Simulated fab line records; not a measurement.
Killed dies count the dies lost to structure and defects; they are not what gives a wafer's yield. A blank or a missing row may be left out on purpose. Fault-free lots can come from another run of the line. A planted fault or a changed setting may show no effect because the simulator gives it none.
Which of the tools did it? | flow n5Finfet | 12 lots (36 wafers sampled), 1 step of a 1938-step route

WHAT EACH GAUGE READ, for each wafer
N5_BEOL_M1_INSPECT_30: inspects for defects (brightfield).
lot  | measured     | on               | rawDefectCount
L076 | day 6 15:17  | defectInspect-02 | 313 319 508
L077 | day 7 06:18  | defectInspect-02 | 535 487 427
L079 | day 7 10:11  | defectInspect-01 | 419 770 574
L081 | day 7 22:52  | defectInspect-01 | 408 272 276
L083 | day 8 04:16  | defectInspect-02 | 233 335 441
L085 | day 9 02:51  | defectInspect-02 | 474 519 416
L087 | day 9 09:55  | defectInspect-02 | 344 355 395
L089 | day 10 02:03 | defectInspect-02 | 424 436 318
L091 | day 10 11:11 | defectInspect-01 | 303 261 388
L093 | day 11 02:13 | defectInspect-01 | 432 402 367
L095 | day 11 12:12 | defectInspect-01 | 298 290 268
L097 | day 11 23:32 | defectInspect-02 | 355 474 296

WHAT TOOL EACH LOT RAN ON (gives the tool, then ch and the chambers of the sampled wafers, and finally the start)
Record: no process step prior to these readings.

THE ANSWER, worked out from the rows above alone
Rule: usual is defined by the lots themselves. Put in order of their means at a reading, lots are off if they are a third of the lots or fewer, leave a main group of 4 or more, and stand apart from it by a gap of 3 or more times the standard deviation of the main group's means; of several such gaps the widest counts. The tables above print the reading to a certain number of digits; a main group whose means all agree to those digits is not used. Also off: a lot with no number at a reading for which 4 or more lots have one. All remaining lots with rows at the step are treated as sound.
No lot is off at any reading shown: from this, nothing can be told.

WHAT THE SIMULATOR HAD INSERTED
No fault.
